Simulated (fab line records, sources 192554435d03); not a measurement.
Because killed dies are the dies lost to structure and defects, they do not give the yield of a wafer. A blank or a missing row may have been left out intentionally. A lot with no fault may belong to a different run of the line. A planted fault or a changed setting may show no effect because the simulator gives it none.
Chamber matching :: flow n5Finfet :: N5_BEOL_M9_CURE_71 on uvCure-02 has 3 sister chambers
The step cures SiCOH lowk, time 240 s. 6 wafers are shown with their chamber, then 7 later ones without.

WAFERS WITH THEIR CHAMBER
wafer: L084.5
chamber: 0
wafer_temp_C_max: 386.7
lampPowerPct (%): 52.41

wafer: L084.6
chamber: 0
wafer_temp_C_max: 386.4
lampPowerPct (%): 52.35

wafer: L093.3
chamber: 2
wafer_temp_C_max: 386.5
lampPowerPct (%): 52.29

wafer: L093.5
chamber: 2
wafer_temp_C_max: 386.6
lampPowerPct (%): 52.42

wafer: L095.1
chamber: 1
wafer_temp_C_max: 387.1
lampPowerPct (%): 52.34

wafer: L095.3
chamber: 1
wafer_temp_C_max: 387.7
lampPowerPct (%): 52.38

WAFERS WHOSE CHAMBER IS MISSING
wafer: L095.5
wafer_temp_C_max: 387.2
lampPowerPct (%): 52.28

wafer: L092.4
wafer_temp_C_max: 386.8
lampPowerPct (%): 52.29

wafer: L092.5
wafer_temp_C_max: 386.9
lampPowerPct (%): 52.37

wafer: L092.6
wafer_temp_C_max: 387.3
lampPowerPct (%): 52.36

wafer: L097.1
wafer_temp_C_max: 387.3
lampPowerPct (%): 52.24

wafer: L097.3
wafer_temp_C_max: 386.9
lampPowerPct (%): 52.30

wafer: L097.5
wafer_temp_C_max: 387.4
lampPowerPct (%): 52.33

CHAMBER TAKEN BY EACH
wafer: L095.5
from the rows above: can't be placed: 1 or 2 or 0
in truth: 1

wafer: L092.4
from the rows above: can't be placed: 2 or 0 or 1
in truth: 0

wafer: L092.5
from the rows above: can't be placed: 0 or 2 or 1
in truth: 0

wafer: L092.6
from the rows above: 1
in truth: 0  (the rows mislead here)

wafer: L097.1
from the rows above: can't be placed: 1 or 2 or 0
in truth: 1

wafer: L097.3
from the rows above: can't be placed: 2 or 0 or 1
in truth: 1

wafer: L097.5
from the rows above: 1
in truth: 1
1 of 7 placed correctly. From these rows, 5 cannot be placed; in 5 the true chamber is one of the candidates. 1 placed wrongly.
How it was worked out, from the rows above alone: a wafer's distance from a chamber is the root of the sum, over the readings, of the square of ((its reading less the chamber's mean) divided by the reading's scatter). The wafer belongs to the nearest chamber; if the next one is less than 2 further off, it can't be placed. The mean given for a chamber averages the wafers shown for that chamber. The scatter: the root of (the sum of the squares of (reading less its chamber's mean) over the shown wafers, divided by (wafers less chambers)).
